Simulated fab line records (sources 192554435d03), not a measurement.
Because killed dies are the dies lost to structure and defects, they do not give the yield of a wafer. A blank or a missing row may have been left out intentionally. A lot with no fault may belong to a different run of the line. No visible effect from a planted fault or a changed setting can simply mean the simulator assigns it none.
fab line records | flow n5Finfet
record: lots: 11 | wafers: 33 | lastDay: 20
route steps=1938 shown BEOL_M1@818 BEOL_M2@841 BEOL_M4@1111 PASSIVATION@1936
lots that met no fault: from a run of the same line without faults
startH: the number of hours between the record's first day and the start of the first shown wafer of the lot | waitH: hours elapsed since this lot's preceding step | " unchanged from the row above | L1.1+2: one row covering several wafers at once | - value missing, or start not given | * or withheld: withheld | < > ~ a bound
route shown NAME@n: a module of which the file shows steps, and the number in the route of the first | usual: average and standard deviation across the fault-free wafers | same: alike in all rows | chamber/n: place in a boat | sites: each site's reading | _std_site: standard deviation of those values | _edge_site: mean of outer sites minus mean of inner sites | radiusMm: for every site, how far away it sits from the centre of the wafer | mask NAME#n: copy n | behind: the tool/chamber that last shaped the wafer | hold: reason for holding the lot/hours on hold/outcome of the hold | device: which transistor (n, p or np) failed to switch | end of line: tests of these same wafers at the route's end | where a step has no rows: the recipe by itself | killed: dies that structure and defects cost at the first sort, which is not the same as the wafer's yield | map: the dies of a wafer, with x for killed, . for not killed, _ for no die there
set.NAME: the setting the step ran with; set.NAME@STEP: the setting that earlier step ran with | model.NAME: the simulator's own value behind a step, which no gauge read
one table for each step of the route and one row for each wafer, over a sample of lots
services: a tool's chamber out of use, with start hour (startH, from the record's first day; less than 0 if before it), hours out, and reason
== steps ==
step: N5_BEOL_M1_SPUTTER_81
recipe: material: Cu | targetThkA: 45 | tempC: -20 | chamberPressurePa: 0.07 | powerW: withheld | timeS: 8.29
usual: chuckGasFlowSccm: 1.26/0.052 | throttleValvePct: 29.7/0.61
lot.wafer | tool          | chamber | startH | waitH | chuckGasFlowSccm | throttleValvePct
L767.2    | pvdSputter-02 | -       | 131.65 | 0.1   | 1.25             | 29.2
L767.4    | "             | -       | "      | "     | 1.25             | 29.5
L767.6    | "             | -       | "      | "     | 1.19             | 30.1
L768.2    | pvdSputter-03 | -       | 134.82 | 0.1   | 1.22             | 29.3
L768.4    | "             | -       | "      | "     | 1.21             | 29.9
L768.5    | "             | -       | "      | "     | 1.19             | 29.4
L772.1    | pvdSputter-03 | -       | 162.63 | 0.1   | 1.15             | 29.6
L772.2    | "             | -       | "      | "     | 1.24             | 29.4
L772.3    | "             | -       | "      | "     | 1.31             | 30.6
L773.1    | pvdSputter-02 | -       | 168.91 | 0.1   | 1.30             | 30.0
L773.2    | "             | -       | "      | "     | 1.22             | 30.3
L773.4    | "             | -       | "      | "     | 1.21             | 29.4
L774.2    | pvdSputter-03 | -       | 171.05 | 0.1   | 1.31             | 30.3
L774.3    | "             | -       | "      | "     | 1.23             | 29.9
L774.4    | "             | -       | "      | "     | 1.26             | 30.5
L780.1    | pvdSputter-02 | -       | 237.76 | 0.1   | 1.24             | 29.8
L780.2    | "             | -       | "      | "     | 1.19             | 30.2
L780.5    | "             | -       | "      | "     | 1.26             | 29.9
L781.1    | pvdSputter-01 | -       | 241.69 | 0.1   | 1.22             | 28.1
L781.3    | "             | -       | "      | "     | 1.22             | 29.9
L781.6    | "             | -       | "      | "     | 1.28             | 31.3
L783.4    | pvdSputter-03 | -       | 246.89 | 0.1   | 1.26             | 29.6
L783.5    | "             | -       | "      | "     | 1.21             | 29.2
L783.6    | "             | -       | "      | "     | 1.19             | 29.8
L784.2    | pvdSputter-01 | -       | 258.38 | 0.1   | 1.22             | 31.1
L784.4    | "             | -       | "      | "     | 1.27             | 30.3
L784.6    | "             | -       | "      | "     | 1.29             | 29.9
L789.1    | pvdSputter-02 | -       | 267.61 | 0.1   | 1.23             | 29.2
L789.2    | "             | -       | "      | "     | 1.17             | 29.8
L789.4    | "             | -       | "      | "     | 1.33             | 29.7
L790.1    | pvdSputter-02 | -       | 274.30 | 0.1   | 1.27             | 30.1
L790.2    | "             | -       | "      | "     | 1.26             | 30.0
L790.4    | "             | -       | "      | "     | 1.35             | 30.0
step: N5_BEOL_M1_SPUTTER_86
recipe: material: Cu | targetThkA: 45 | tempC: -20 | chamberPressurePa: 0.07 | powerW: withheld | timeS: 8.29
usual: chuckGasFlowSccm: 1.26/0.052 | throttleValvePct: 29.7/0.62
lot.wafer | tool          | chamber | startH | waitH | chuckGasFlowSccm | throttleValvePct
L767.2    | pvdSputter-02 | -       | 131.87 | 0.1   | 1.31             | 29.3
L767.4    | "             | -       | "      | "     | 1.24             | 29.9
L767.6    | "             | -       | "      | "     | 1.31             | 30.1
L768.2    | pvdSputter-03 | -       | 135.04 | 0.1   | 1.27             | 29.2
L768.4    | "             | -       | "      | "     | 1.19             | 29.7
L768.5    | "             | -       | "      | "     | 1.27             | 29.2
L772.1    | pvdSputter-03 | -       | 162.85 | 0.1   | 1.18             | 29.5
L772.2    | "             | -       | "      | "     | 1.30             | 29.5
L772.3    | "             | -       | "      | "     | 1.29             | 30.6
L773.1    | pvdSputter-02 | -       | 169.13 | 0.1   | 1.26             | 29.9
L773.2    | "             | -       | "      | "     | 1.26             | 30.2
L773.4    | "             | -       | "      | "     | 1.26             | 29.6
L774.2    | pvdSputter-03 | -       | 171.27 | 0.1   | 1.24             | 30.8
L774.3    | "             | -       | "      | "     | 1.31             | 29.8
L774.4    | "             | -       | "      | "     | 1.23             | 30.9
L780.1    | pvdSputter-02 | -       | 237.98 | 0.1   | 1.31             | 30.1
L780.2    | "             | -       | "      | "     | 1.30             | 30.3
L780.5    | "             | -       | "      | "     | 1.26             | 29.9
L781.1    | pvdSputter-01 | -       | 241.91 | 0.1   | 1.24             | 28.0
L781.3    | "             | -       | "      | "     | 1.23             | 30.2
L781.6    | "             | -       | "      | "     | 1.29             | 31.2
L783.4    | pvdSputter-03 | -       | 247.11 | 0.1   | 1.23             | 29.2
L783.5    | "             | -       | "      | "     | 1.21             | 29.3
L783.6    | "             | -       | "      | "     | 1.28             | 29.8
L784.2    | pvdSputter-01 | -       | 258.60 | 0.1   | 1.27             | 31.5
L784.4    | "             | -       | "      | "     | 1.34             | 30.1
L784.6    | "             | -       | "      | "     | 1.30             | 30.2
L789.1    | pvdSputter-02 | -       | 267.83 | 0.1   | 1.23             | 28.9
L789.2    | "             | -       | "      | "     | 1.31             | 29.8
L789.4    | "             | -       | "      | "     | 1.33             | 29.7
L790.1    | pvdSputter-02 | -       | 274.52 | 0.1   | 1.31             | 29.8
L790.2    | "             | -       | "      | "     | 1.25             | 29.9
L790.4    | "             | -       | "      | "     | 1.27             | 30.2
step: N5_BEOL_M1_SPUTTER_92
recipe: material: Cu | targetThkA: 45 | tempC: -20 | chamberPressurePa: 0.07 | powerW: withheld | timeS: 8.29
usual: chuckGasFlowSccm: 1.25/0.05 | throttleValvePct: 29.7/0.6
lot.wafer | tool          | chamber | startH | waitH | chuckGasFlowSccm | throttleValvePct
L767.2    | pvdSputter-02 | -       | 132.53 | 0.1   | 1.18             | 29.0
L767.4    | "             | -       | "      | "     | 1.31             | 29.9
L767.6    | "             | -       | "      | "     | 1.22             | 30.1
L768.2    | pvdSputter-03 | -       | 135.70 | 0.1   | 1.35             | 29.2
L768.4    | "             | -       | "      | "     | 1.19             | 29.8
L768.5    | "             | -       | "      | "     | 1.20             | 29.1
L772.1    | pvdSputter-03 | -       | 163.51 | 0.1   | 1.26             | 29.9
L772.2    | "             | -       | "      | "     | 1.24             | 29.5
L772.3    | "             | -       | "      | "     | 1.30             | 30.7
L773.1    | pvdSputter-02 | -       | 169.79 | 0.1   | 1.22             | 29.7
L773.2    | "             | -       | "      | "     | 1.22             | 30.2
L773.4    | "             | -       | "      | "     | 1.23             | 29.7
L774.2    | pvdSputter-03 | -       | 171.93 | 0.1   | 1.27             | 30.7
L774.3    | "             | -       | "      | "     | 1.38             | 29.7
L774.4    | "             | -       | "      | "     | 1.32             | 30.6
L780.1    | pvdSputter-02 | -       | 238.64 | 0.1   | 1.28             | 29.8
L780.2    | "             | -       | "      | "     | 1.16             | 30.0
L780.5    | "             | -       | "      | "     | 1.30             | 29.8
L781.1    | pvdSputter-01 | -       | 242.57 | 0.1   | 1.23             | 28.6
L781.3    | "             | -       | "      | "     | 1.24             | 29.9
L781.6    | "             | -       | "      | "     | 1.20             | 30.9
L783.4    | pvdSputter-03 | -       | 247.77 | 0.1   | 1.28             | 29.2
L783.5    | "             | -       | "      | "     | 1.27             | 29.1
L783.6    | "             | -       | "      | "     | 1.29             | 29.8
L784.2    | pvdSputter-01 | -       | 259.26 | 0.1   | 1.35             | 31.5
L784.4    | "             | -       | "      | "     | 1.33             | 29.9
L784.6    | "             | -       | "      | "     | 1.23             | 30.2
L789.1    | pvdSputter-02 | -       | 268.49 | 0.1   | 1.30             | 29.1
L789.2    | "             | -       | "      | "     | 1.23             | 30.2
L789.4    | "             | -       | "      | "     | 1.26             | 29.9
L790.1    | pvdSputter-02 | -       | 275.18 | 0.1   | 1.26             | 29.9
L790.2    | "             | -       | "      | "     | 1.24             | 29.8
L790.4    | "             | -       | "      | "     | 1.23             | 30.2
step: N5_BEOL_M2_ILD_DEP_00
recipe: material: SiOC | targetThkA: 790 | tempC: 350 | precursor: DEMS/O2 | pressureTorr: 5 | rfW: 500 | timeS: 15.3
usual: heaterPowerW: 514/80 | showerheadPlenumPTorr: 5.691/0.016 | susceptorTempC: 349.99/0.2 | throttleValvePct: 12.3/0.69
lot.wafer | tool     | chamber | startH | waitH | heaterPowerW | showerheadPlenumPTorr | susceptorTempC | throttleValvePct
L767.2    | pecvd-02 | 2       | 134.15 | 0.0   | 565          | 5.679                 | 349.88         | 10.7
L767.4    | "        | 2       | "      | "     | 566          | 5.675                 | 350.02         | 11.0
L767.6    | "        | 0       | "      | "     | 601          | 5.724                 | 350.09         | 12.8
L768.2    | pecvd-04 | 0       | 138.17 | 0.0   | 490          | 5.696                 | 350.00         | 11.9
L768.4    | "        | 0       | "      | "     | 481          | 5.696                 | 350.12         | 12.0
L768.5    | "        | 1       | "      | "     | 492          | 5.699                 | 349.68         | 13.3
L772.1    | pecvd-02 | 1       | 165.08 | 0.0   | 359          | 5.711                 | 348.49         | 12.2
L772.2    | "        | 0       | "      | "     | 557          | 5.706                 | 348.56         | 12.8
L772.3    | "        | 0       | "      | "     | 559          | 5.716                 | 348.49         | 12.8
L773.1    | pecvd-02 | 0       | 171.37 | 0.0   | 510          | 5.702                 | 348.71         | 12.9
L773.2    | "        | 1       | "      | "     | 414          | 5.695                 | 348.49         | 12.3
L773.4    | "        | 1       | "      | "     | 422          | 5.689                 | 348.56         | 12.1
L774.2    | pecvd-02 | 1       | 173.48 | 0.0   | 453          | 5.690                 | 348.27         | 12.2
L774.3    | "        | 0       | "      | "     | 506          | 5.712                 | 348.37         | 13.0
L774.4    | "        | 1       | "      | "     | 443          | 5.694                 | 348.31         | 12.0
L780.1    | pecvd-04 | 1       | 240.33 | 0.0   | 457          | 5.689                 | 350.06         | 13.4
L780.2    | "        | 0       | "      | "     | 434          | 5.692                 | 349.98         | 11.9
L780.5    | "        | 0       | "      | "     | 431          | 5.693                 | 350.12         | 12.1
L781.1    | pecvd-04 | 0       | 244.15 | 0.0   | 460          | 5.685                 | 350.17         | 12.1
L781.3    | "        | 1       | "      | "     | 501          | 5.685                 | 350.28         | 13.3
L781.6    | "        | 1       | "      | "     | 494          | 5.681                 | 350.05         | 13.2
L783.4    | pecvd-01 | 0       | 249.35 | 0.1   | 614          | 5.668                 | 349.50         | 12.1
L783.5    | "        | 2       | "      | "     | 595          | 5.705                 | 349.86         | 11.0
L783.6    | "        | 1       | "      | "     | 454          | 5.690                 | 349.93         | 11.9
L784.2    | pecvd-01 | 0       | 260.81 | 0.0   | 610          | 5.668                 | 350.14         | 12.4
L784.4    | "        | 0       | "      | "     | 609          | 5.672                 | 350.02         | 12.5
L784.6    | "        | 2       | "      | "     | 519          | 5.706                 | 350.07         | 11.4
L789.1    | pecvd-04 | 2       | 270.06 | 0.0   | 605          | 5.667                 | 349.99         | 11.3
L789.2    | "        | 0       | "      | "     | 419          | 5.697                 | 349.70         | 12.3
L789.4    | "        | 2       | "      | "     | 611          | 5.662                 | 350.06         | 11.5
L790.1    | pecvd-04 | 2       | 276.73 | 0.0   | 562          | 5.676                 | 349.89         | 11.2
L790.2    | "        | 0       | "      | "     | 397          | 5.701                 | 350.01         | 12.3
L790.4    | "        | 1       | "      | "     | 441          | 5.689                 | 350.07         | 13.3
step: N5_BEOL_M4_RC_MEAS_101
usual: DIBL_N: 36.0/1.9 | DIBL_P: 35.6/2.2 | IOFF_N: 0.15/0.031 | IOFF_P: 0.19/0.032 | ION_N: 668/11 | ION_P: 455/7.2 | SS_N: 71.5/0.65 | SS_P: 73.4/0.64 | VT_N: 251/3.6 | VT_P: -253/3.3
lot.wafer | tool      | chamber | startH | waitH | DIBL_N[mV/V] | DIBL_P[mV/V] | IOFF_N[nA/um] | IOFF_P[nA/um] | ION_N[uA/um] | ION_P[uA/um] | SS_N[mV/dec] | SS_P[mV/dec] | VT_N[mV] | VT_P[mV]
L767.2    | prober-01 | 0       | 190.18 | 0.2   | 36.4         | 35.6         | 0.15          | 0.21          | 671          | 461          | 70.7         | 73.6         | 249      | -249
L767.4    | "         | 0       | "      | "     | 35.7         | 34.2         | 0.14          | 0.19          | 664          | 460          | 70.1         | 73.3         | 251      | -251
L767.6    | "         | 0       | "      | "     | 37.5         | 36.3         | 0.17          | 0.22          | 675          | 457          | 71.0         | 73.7         | 250      | -250
L768.2    | prober-02 | 0       | 193.89 | 0.2   | 35.0         | 34.2         | 0.11          | 0.14          | 661          | 445          | 72.1         | 72.7         | 258      | -259
L768.4    | "         | 0       | "      | "     | 35.1         | 34.4         | 0.12          | 0.14          | 658          | 444          | 71.0         | 72.9         | 254      | -256
L768.5    | "         | 0       | "      | "     | 36.2         | 36.1         | 0.13          | 0.16          | 669          | 453          | 71.8         | 73.5         | 252      | -258
L773.1    | prober-01 | 0       | 241.22 | 0.0   | 37.8         | 38.5         | 0.18          | 0.21          | 682          | 457          | 72.4         | 73.8         | 249      | -252
L773.2    | "         | 0       | "      | "     | 38.2         | 39.4         | 0.19          | 0.23          | 678          | 459          | 72.5         | 73.5         | 249      | -253
L773.4    | "         | 0       | "      | "     | 36.1         | 37.7         | 0.16          | 0.21          | 677          | 466          | 71.5         | 73.6         | 248      | -252
L772.1    | prober-02 | 0       | 241.66 | 0.0   | 33.2         | 32.0         | 0.11          | 0.14          | 649          | 441          | 72.3         | 71.9         | 260      | -256
L772.2    | "         | 0       | "      | "     | 38.8         | 39.7         | 0.21          | 0.25          | 672          | 453          | 73.0         | 73.9         | 246      | -249
L772.3    | "         | 0       | "      | "     | 34.7         | 34.8         | 0.13          | 0.18          | 658          | 454          | 71.3         | 73.4         | 255      | -252
L774.2    | prober-01 | 0       | 246.14 | 0.2   | 35.6         | 33.8         | 0.12          | 0.16          | 663          | 451          | 71.1         | 72.4         | 253      | -256
L774.3    | "         | 0       | "      | "     | 35.2         | 34.4         | 0.12          | 0.16          | 653          | 453          | 70.9         | 73.9         | 254      | -254
L774.4    | "         | 0       | "      | "     | 37.1         | 36.4         | 0.16          | 0.20          | 662          | 452          | 71.8         | 73.0         | 251      | -253
L781.1    | prober-02 | 0       | 297.91 | 0.0   | 38.4         | 38.4         | 0.19          | 0.22          | 677          | 462          | 70.7         | 74.3         | 246      | -246
L781.3    | "         | 0       | "      | "     | 37.1         | 36.7         | 0.15          | 0.20          | 670          | 460          | 71.2         | 72.8         | 252      | -250
L781.6    | "         | 0       | "      | "     | 35.3         | 34.2         | 0.12          | 0.16          | 670          | 461          | 70.6         | 72.8         | 252      | -255
L780.1    | prober-02 | 0       | 304.20 | 0.0   | 36.9         | 37.9         | 0.18          | 0.21          | 683          | 459          | 71.5         | 73.2         | 246      | -253
L780.2    | "         | 0       | "      | "     | 36.6         | 38.0         | 0.16          | 0.20          | 668          | 453          | 71.7         | 73.3         | 252      | -250
L780.5    | "         | 0       | "      | "     | 38.0         | 38.5         | 0.20          | 0.22          | 685          | 461          | 71.9         | 74.0         | 247      | -250
L783.4    | prober-01 | 0       | 308.79 | 0.5   | 34.9         | 35.3         | 0.14          | 0.18          | 667          | 454          | 71.1         | 73.0         | 251      | -253
L783.5    | "         | 0       | "      | "     | 35.5         | 36.0         | 0.15          | 0.20          | 662          | 450          | 71.2         | 73.4         | 249      | -248
L783.6    | "         | 0       | "      | "     | 33.6         | 34.6         | 0.13          | 0.18          | 667          | 461          | 71.0         | 73.0         | 251      | -252
L784.2    | prober-01 | 0       | 322.82 | 0.2   | 38.0         | 36.6         | 0.17          | 0.21          | 677          | 463          | 70.9         | 74.0         | 249      | -251
L784.4    | "         | 0       | "      | "     | 36.8         | 34.7         | 0.14          | 0.18          | 666          | 459          | 71.3         | 73.7         | 248      | -253
L784.6    | "         | 0       | "      | "     | 38.8         | 37.1         | 0.18          | 0.21          | 683          | 461          | 72.0         | 73.4         | 248      | -250
L789.1    | prober-02 | 0       | 333.71 | 0.0   | 33.1         | 33.5         | 0.11          | 0.13          | 662          | 444          | 70.6         | 72.9         | 259      | -262
L789.2    | "         | 0       | "      | "     | 34.7         | 35.8         | 0.13          | 0.16          | 666          | 443          | 71.6         | 73.6         | 255      | -262
L789.4    | "         | 0       | "      | "     | 34.6         | 37.0         | 0.14          | 0.17          | 665          | 449          | 71.9         | 74.3         | 252      | -259
L790.1    | prober-01 | 0       | 361.52 | 0.0   | 34.9         | 33.6         | 0.13          | 0.17          | 671          | 460          | 71.2         | 73.1         | 250      | -252
L790.2    | "         | 0       | "      | "     | 34.3         | 33.6         | 0.12          | 0.18          | 653          | 451          | 70.9         | 73.2         | 254      | -253
L790.4    | "         | 0       | "      | "     | 37.0         | 36.7         | 0.16          | 0.24          | 684          | 469          | 71.4         | 74.6         | 248      | -246
step: N5_PASSIVATION_PROBE_49
usual: defectLimitedYield: 91.3/1.4 | killed_at_M0_to_M3: 34/10 | killed_at_M4_up: 14/5.5 | killedAtContacts: 12/6 | killedAtFrontEnd: 40/10 | killedAtOther: 3.0/2.4 | killedDies: 103/17 | killedOpen: 68/13 | killedShort: 34/7.8 | sort_bin_5_function: 5.1/0.97 | sort_bin_6_memory: 3.3/0.66 | sort_bin_8_speed: 0.02/0.12 | sortNPass: 1077/17 | sortYieldPct: 91.2/1.4
same: grossDies: 1180 | killedAtBackSide: 0 | sort_bin_4_leakage[%]: 0
lot.wafer | tool      | chamber | startH | waitH | defectLimitedYield[%] | killed_at_M0_to_M3 | killed_at_M4_up | killedAtContacts | killedAtFrontEnd | killedAtOther | killedDies | killedOpen | killedShort | sort_bin_5_function[%] | sort_bin_6_memory[%] | sort_bin_8_speed[%] | sortNPass | sortYieldPct[%]
L783.4    | prober-01 | -       | 423.44 | 0.2   | 89.9                  | 49                 | 19              | 12               | 38               | 1             | 119        | 75         | 44          | 5.9                    | 3.7                  | 0                   | 1061      | 89.9
L783.5    | prober-01 | -       | 423.49 | 0.2   | 89.0                  | 43                 | 11              | 13               | 57               | 6             | 130        | 89         | 40          | 6.0                    | 4.6                  | 0                   | 1050      | 89.0
L784.2    | prober-02 | -       | 434.72 | 0.1   | 91.9                  | 31                 | 16              | 12               | 31               | 5             | 95         | 59         | 33          | 4.2                    | 3.5                  | 0                   | 1085      | 91.9
L784.4    | prober-02 | -       | 434.82 | 0.2   | 93.5                  | 18                 | 7               | 23               | 26               | 3             | 77         | 47         | 27          | 3.6                    | 2.3                  | 0                   | 1103      | 93.5
L784.6    | prober-02 | -       | 434.92 | 0.3   | 92.9                  | 36                 | 10              | 10               | 26               | 2             | 84         | 54         | 27          | 4.8                    | 2.1                  | 0                   | 1096      | 92.9
killed by level:class
L783.4 BEOL_M0_SAQP:geometricParticle:open=13 BEOL_M2:geometricParticle:open=13 BEOL_M0_SAQP:geometricParticle:short=12 FIN_SAQP:geometricParticle:short=9 FIN_SAQP:geometricParticle:open=8 MOL_CONTACT_COAG:geometricParticle:open=8 BEOL_M4:geometricParticle:open=8 STI_FIN_REVEAL:geometricParticle:open=4
L783.5 STI_FIN_REVEAL:geometricParticle:open=16 BEOL_M2:geometricParticle:open=12 MOL_CONTACT_COAG:geometricParticle:open=11 GATE_CUT:geometricParticle:short=10 BEOL_M0_SAQP:geometricParticle:open=8 FIN_SAQP:geometricParticle:open=7 FIN_SAQP:geometricParticle:short=6 BEOL_M0_SAQP:geometricParticle:short=6
L784.2 MOL_CONTACT_COAG:geometricParticle:open=11 BEOL_M0_SAQP:geometricParticle:open=7 BEOL_M3:geometricParticle:open=7 FIN_SAQP:geometricParticle:short=6 FIN_SAQP:geometricParticle:open=6 BEOL_M5:geometricParticle:open=5 BEOL_M0_SAQP:geometricParticle:short=5 GATE_CUT:geometricParticle:short=4
L784.4 MOL_CONTACT_COAG:geometricParticle:open=20 FIN_SAQP:geometricParticle:short=6 BEOL_M0_SAQP:geometricParticle:open=5 STARTING-WAFER:geometricParticle:short=5 FIN_SAQP:geometricParticle:open=4 BEOL_M0_SAQP:geometricParticle:short=4 BEOL_M3:geometricParticle:open=4 GATE_CUT:geometricParticle:open=3
L784.6 FIN_SAQP:geometricParticle:short=9 BEOL_M3:geometricParticle:open=9 MOL_CONTACT_COAG:geometricParticle:open=8 BEOL_M0_SAQP:geometricParticle:open=7 BEOL_M0:geometricParticle:open=7 BEOL_M2:geometricParticle:open=4 FIN_SAQP:geometricParticle:open=3 STI_FIN_REVEAL:geometricParticle:short=3
== services ==
tool          | chamber | startH | hours | kind
pecvd-02      | 1       | 127.44 | 2.1   | scheduledDown
pvdSputter-01 | -       | 133.60 | 1.9   | repair
pvdSputter-01 | -       | 143.27 | 4.6   | repair
pecvd-04      | 2       | 159.21 | 5.5   | scheduledDown
pecvd-01      | -       | 160.83 | 0.8   | repair
pecvd-02      | 2       | 163.09 | 76.1  | repair
pecvd-04      | 2       | 202.38 | -     | clean
pecvd-04      | 2       | 202.38 | -     | consumableReplace:showerhead
pecvd-04      | 2       | 202.38 | 29.0  | scheduledDown
pecvd-04      | 2       | 202.38 | 29.0  | ventCycle
pecvd-01      | -       | 203.81 | 0.8   | pm
pecvd-01      | -       | 218.69 | 0.9   | repair
pecvd-02      | 0       | 234.70 | 5.0   | scheduledDown
pecvd-01      | 2       | 236.31 | 2.1   | scheduledDown
== key ==
firstSign: step: N5_BEOL_M2_ILD_DEP_00 | reading: susceptorTempC | direction: down | sigmas: 7.6 | usual: * | struck: *
effect none on later readings
metAt N5_BEOL_M2_ILD_DEP_00
struckLots L772,L773,L774
rowsEnd L772.1,L772.2,L772.3,L774.2,L774.3,L774.4
notActingAt N5_BEOL_M1_SPUTTER_81,N5_BEOL_M1_SPUTTER_86,N5_BEOL_M1_SPUTTER_92
onsetBetween 134.15 165.08
fault: kind: processParameterDrift | tool: pecvd-02 | chamber: - | onsetH: 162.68 | steps: N5_BEOL_M2_ILD_DEP_00 | channel: tempC | offset: * | shape: step | actsIn: * | stated: *
rowsEnd: these wafers met a further fault down the route, and their rows from its step on are left out
